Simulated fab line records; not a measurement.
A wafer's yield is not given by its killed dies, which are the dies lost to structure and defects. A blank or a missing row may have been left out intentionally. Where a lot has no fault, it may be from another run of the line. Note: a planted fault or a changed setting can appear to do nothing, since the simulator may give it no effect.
Lot-split experiment -- flow n5Finfet -- on a route of 1938 steps: 7 lots, 39 wafers read

## THE SPLIT
At N5_BEOL_M14_ETCH_68 (etches SOC in N2/H2, time 450 s), the setting timeS was moved away from the recipe's 450 s on 12 of the 39 wafers read, by +20.6% to +42.5%. All remaining wafers had this setting at the recipe value.

The reading is taken at the split's own step.

## THE READING
SiARC_of_BEOL_M14_COAT_66.thkNm (the simulator's own value, which no gauge read), in nm, at N5_BEOL_M14_ETCH_68 (etches SOC in N2/H2, time 450 s). There is no usual value for it anywhere in the file. Across the 27 wafers here that went through the recipe, the average is 65.0 nm and the standard deviation 0.63 nm.

wafer,"tool, chamber at the split","timeS as run, s",against the recipe,"SiARC_of_BEOL_M14_COAT_66.thkNm, nm",against lot-mates on the recipe
L081.1,"rieDiel-01, 0,1,3",450,recipe,64.8,-
L081.2,"rieDiel-01, 0,1,3",450,recipe,64.8,-
L081.6,"rieDiel-01, 0,1,3",450,recipe,64.8,-
L081.3,"rieDiel-01, 3,0",450,recipe,65.2,-
L081.5,"rieDiel-01, 3,0",450,recipe,65.2,-
L081.4,"rieDiel-01, 2",450,recipe,66,-
L084.4,"rieDiel-06, 2",450,recipe,65.4,-
L084.5,"rieDiel-06, 0,3",450,recipe,66,-
L084.6,"rieDiel-06, 0,3",450,recipe,66,-
L085.1,"rieDiel-06, 3",641.3,+42.5%,48,-17.4
L085.2,"rieDiel-06, 2",641.3,+42.5%,47.2,-18.2
L085.3,"rieDiel-06, 1",450,recipe,65.4,-
L085.4,"rieDiel-06, 0",641.3,+42.5%,47.4,-18.0
L085.5,"rieDiel-06, 2",450,recipe,66.2,-
L085.6,"rieDiel-06, 1",450,recipe,64.6,-
L090.1,"rieDiel-01, 1",559.3,+24.3%,53.6,-11.1
L090.2,"rieDiel-01, 3",450,recipe,64.8,-
L090.3,"rieDiel-01, 0",559.3,+24.3%,53.2,-11.5
L090.4,"rieDiel-01, 2",450,recipe,65,-
L090.5,"rieDiel-01, 1",450,recipe,64.4,-
L090.6,"rieDiel-01, 0",559.3,+24.3%,52.6,-12.1
L091.1,"rieDiel-01, 3,0",450,recipe,64.6,-
L091.6,"rieDiel-01, 3,0",450,recipe,64.6,-
L091.2,"rieDiel-01, 2",542.5,+20.6%,56.6,-7.7
L091.3,"rieDiel-01, 0",450,recipe,63.6,-
L091.4,"rieDiel-01, 1",542.5,+20.6%,54.8,-9.5
L091.5,"rieDiel-01, 1",542.5,+20.6%,55.6,-8.7
L096.1,"rieDiel-04, 1",578.6,+28.6%,51.2,-13.6
L096.2,"rieDiel-04, 0,1",450,recipe,64.4,-
L096.6,"rieDiel-04, 0,1",450,recipe,64.4,-
L096.3,"rieDiel-04, 2",578.6,+28.6%,52.2,-12.6
L096.4,"rieDiel-04, 2",450,recipe,65.6,-
L096.5,"rieDiel-04, 0",578.6,+28.6%,51.6,-13.2
L097.1,"rieDiel-01, 3",450,recipe,65,-
L097.2,"rieDiel-01, 1",450,recipe,64.6,-
L097.5,"rieDiel-01, 1",450,recipe,64.6,-
L097.3,"rieDiel-01, 0",450,recipe,64.2,-
L097.6,"rieDiel-01, 0",450,recipe,64.2,-
L097.4,"rieDiel-01, 3",450,recipe,65.4,-
Where a row lists several chambers, the file gives one row for several wafers and doesn't say which wafer went through which chamber.

FIT RESULTS
A straight line over all 39 wafers: SiARC_of_BEOL_M14_COAT_66.thkNm changes by -0.437 nm for each +1% of timeS; r = -0.99; the points scatter about the line by 0.8 nm.
The same after taking each lot's own level away (the mean of its wafers on the recipe; 39 wafers): -0.437 nm for each +1%; r = -1.00; scatter 0.63 nm.
According to that fit, moving timeS by its largest amount changes the reading by 19 nm.
Across the lots, their own levels run from 64.27 to 65.80 nm, a range of 2.4 times the standard deviation given above.
The two slopes agree, so the slope changes little with the lot-to-lot level.
Check: -18.9 nm against its lot-mates is what the line predicts for one of the wafers moved furthest among these (+42.5%) when that wafer is left out of the fit. It came out at -17.4 nm against them.

## OTHER SPLITS APPLIED TO THESE WAFERS
These wafers also went through other splits before the reading. Each is held against what the fit with the lots' levels taken away leaves over:
other split on the same wafers,wafers away from the commonest value,r with SiARC_of_BEOL_M14_COAT_66.thkNm (lot level and that fit taken away)
N5_MOL_CONTACT_COAG_ALD_123 aldCycles,6,+0.07
N5_BEOL_M1_PECVD_72 timeS,15,-0.01
N5_BEOL_M8_DEVELOP_10 developTimeS,15,+0.15
N5_BEOL_M9_DEP_56 targetThkA,15,-0.05
N5_BEOL_M11_CVD_75 targetThkA,18,-0.07

## FILE'S OWN FIT
SiARC_of_BEOL_M14_COAT_66.thkNm changes by -0.438 nm for each +1% of timeS, r = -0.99.
